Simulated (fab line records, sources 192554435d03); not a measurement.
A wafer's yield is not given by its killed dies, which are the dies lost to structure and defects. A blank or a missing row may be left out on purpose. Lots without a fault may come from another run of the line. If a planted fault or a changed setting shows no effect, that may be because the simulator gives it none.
Split-lot study + flow n5 finfet + route with 1938 steps; 7 lots, 21 wafers read

## SPLIT DETAILS
At N5_MIM_BOT_ETCH_ETCH_00 (etches TiN in Cl2/BCl3, target depth 45.5 nm), the setting icp w was moved away from the recipe's 1000 W on 4 of the 21 wafers read, by -17.7% to -5.7%. All remaining wafers had this setting at the recipe value.

The reading is taken at the split's own step.

## THE READING
etch.depth nm (the simulator's own value, which no gauge read), in nm, at N5_MIM_BOT_ETCH_ETCH_00 (etches TiN in Cl2/BCl3, target depth 45.5 nm). There is no usual value for it anywhere in the file. Average 45.34 nm, standard deviation 0.67 nm, over the 17 wafers here run with the recipe.

| wafer  | tool, chamber at the split | icp w as run, W | against the recipe | etch.depth nm, nm | against lot-mates on the recipe |
|--------|----------------------------|-----------------|--------------------|-------------------|---------------------------------|
| L083.1 | rie metal-03, 0            | 823             | -17.7%             | 38.97             | -5.92                           |
| L083.2 | rie metal-03, 1            | 1000            | recipe             | 44.2              | -                               |
| L083.6 | rie metal-03, 0            | 1000            | recipe             | 45.57             | -                               |
| L084.1 | rie metal-03, 0            | 1000            | recipe             | 46.35             | -                               |
| L084.5 | rie metal-03, 0            | 1000            | recipe             | 46.1              | -                               |
| L084.6 | rie metal-03, 1            | 1000            | recipe             | 44.54             | -                               |
| L085.1 | rie metal-01, 0            | 1000            | recipe             | 45.26             | -                               |
| L085.2 | rie metal-01, 0            | 1000            | recipe             | 45.59             | -                               |
| L085.4 | rie metal-01, 0            | 1000            | recipe             | 45.46             | -                               |
| L089.3 | rie metal-03, 1            | 1000            | recipe             | 44.83             | -                               |
| L089.4 | rie metal-03, 1            | 1000            | recipe             | 44.76             | -                               |
| L089.6 | rie metal-03, 1            | 1000            | recipe             | 44.84             | -                               |
| L090.2 | rie metal-02, 1            | 1000            | recipe             | 45.25             | -                               |
| L090.4 | rie metal-02, 1            | 1000            | recipe             | 45.45             | -                               |
| L090.5 | rie metal-02, 0            | 1000            | recipe             | 45.87             | -                               |
| L092.1 | rie metal-02, 1            | 881.8           | -11.8%             | 41.28             | -5.35                           |
| L092.3 | rie metal-02, 0            | 1000            | recipe             | 46.63             | -                               |
| L092.5 | rie metal-02, 0            | 881.8           | -11.8%             | 41.58             | -5.05                           |
| L095.2 | rie metal-03, 1            | 1000            | recipe             | 44.31             | -                               |
| L095.5 | rie metal-03, 1            | 943.3           | -5.7%              | 41.53             | -3.49                           |
| L095.6 | rie metal-03, 0            | 1000            | recipe             | 45.73             | -                               |

THE FIT
A straight line over all 21 wafers: etch.depth nm changes by +0.359 nm for each +1% of icp w; r = +0.93; the points scatter about the line by 0.76 nm.
The same after taking each lot's own level away (the mean of its wafers on the recipe; 21 wafers): +0.391 nm for each +1%; r = +0.96; scatter 0.62 nm.
The reading moves by 6.9 nm for the largest change in icp w, on that fit.
Measured against the standard deviation above, the lots' own levels, which go from 44.810 to 46.630 nm, span 2.7 times it.
The two slopes agree, so the slope changes little with the lot-to-lot level.
Check: with one of the wafers moved furthest among these (-17.7%) left out of the fit, the line predicts -8.09 nm for it against its lot-mates. Against them it came out at -5.92 nm.

## OTHER SPLITS APPLIED TO THESE WAFERS
Before the reading, these wafers also passed through other splits. Each is held against what the fit with the lots' levels taken away leaves over:
| other split on the same wafers        | wafers away from the commonest value | r with etch.depth nm (lot level and that fit taken away) |
|---------------------------------------|--------------------------------------|----------------------------------------------------------|
| N5_BEOL_M13_CMP_49 down force psi     | 7                                    | -0.46                                                    |
| N5_BEOL_M15_PEB_26 peb temp c         | 7                                    | -0.04                                                    |
| N5_BEOL_M15_DEVELOP_27 develop time s | 8                                    | -0.12                                                    |
| N5_MIM_TOP_LITHO_EXPOSE_05 dose mj    | 5                                    | +0.12                                                    |

## FILE'S OWN FIT
etch.depth nm changes by +0.383 nm for each +1% of icp w, r = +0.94.
